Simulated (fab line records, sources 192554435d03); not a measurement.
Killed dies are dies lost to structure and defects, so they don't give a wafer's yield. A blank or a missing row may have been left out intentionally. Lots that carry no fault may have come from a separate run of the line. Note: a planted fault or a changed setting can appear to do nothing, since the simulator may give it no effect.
Matching of chambers | flow n5_finfet | rie_diel-01 running N5_MOL_CONTACT_COAG_ETCH_90: 4 sister chambers
The step etches SiARC in CF4, target depth 13 nm, time 21.7 s. 16 wafers are shown with their chamber, then 8 later ones without.

== WAFERS PAIRED WITH THEIR CHAMBERS ==
wafer  | chamber | drypump_motor_current_A (A) | showerhead_plenum_p_Torr (Torr) | throttle_valve_pct (%)
L074.2 | 0       | 6.2                         | 2.07                            | 15.70
L074.3 | 1       | 5.8                         | 2.09                            | 15.38
L074.5 | 0       | 6.3                         | 2.07                            | 15.68
L075.3 | 0       | 6.2                         | 2.07                            | 15.70
L075.4 | 2       | 5.6                         | 2.15                            | 15.32
L075.6 | 0       | 6.2                         | 2.07                            | 15.68
L078.1 | 1       | 5.8                         | 2.09                            | 15.40
L078.2 | 2       | 5.6                         | 2.15                            | 15.35
L078.4 | 0       | 6.2                         | 2.07                            | 15.70
L080.1 | 3       | 5.4                         | 2.08                            | 15.79
L080.2 | 1       | 5.8                         | 2.09                            | 15.41
L080.6 | 3       | 5.4                         | 2.08                            | 15.78
L087.3 | 2       | 5.6                         | 2.14                            | 15.39
L087.4 | 0       | 6.3                         | 2.06                            | 15.75
L087.6 | 2       | 5.6                         | 2.14                            | 15.39
L092.1 | 1       | 5.7                         | 2.08                            | 15.46

SIGNATURES, as means of the wafers listed above
reading                  | chamber 0 | chamber 1 | chamber 2 | chamber 3 | scatter within a chamber
drypump_motor_current_A  | 6.233     | 5.775     | 5.600     | 5.400     | 0.0417
showerhead_plenum_p_Torr | 2.0683    | 2.0875    | 2.1450    | 2.0800    | 0.00464
throttle_valve_pct       | 15.7017   | 15.4125   | 15.3625   | 15.7850   | 0.0293
Rule: distance of a wafer from a chamber = root of the sum over the readings of ((wafer's reading minus chamber's mean) / reading's scatter) squared. If the next closest chamber is less than 2 further off than the closest, the wafer can't be placed; otherwise it belongs to the closest. How the scatter is found: for the shown wafers, subtract from each reading the mean of its chamber, square and add these, divide the total by (wafers less chambers), then take the root.

== WAFERS MISSING THEIR CHAMBER ==
wafer  | drypump_motor_current_A (A) | showerhead_plenum_p_Torr (Torr) | throttle_valve_pct (%)
L092.3 | 5.4                         | 2.07                            | 15.84
L092.4 | 5.6                         | 2.14                            | 15.41
L093.1 | 6.3                         | 2.06                            | 15.76
L093.2 | 5.4                         | 2.07                            | 15.85
L093.5 | 5.4                         | 2.07                            | 15.84
L097.2 | 6.2                         | 2.06                            | 15.79
L097.3 | 5.6                         | 2.14                            | 15.42
L097.5 | 5.6                         | 2.13                            | 15.42

== WHICH CHAMBER EACH WENT THROUGH ==
wafer  | from the rows above | in truth
L092.3 | 3                   | 3
L092.4 | 2                   | 2
L093.1 | 0                   | 0
L093.2 | 3                   | 3
L093.5 | 3                   | 3
L097.2 | 0                   | 0
L097.3 | 2                   | 2
L097.5 | 2                   | 2
Correctly placed: 8 of 8. Number that these rows cannot place: 0. Number placed wrongly: 0.
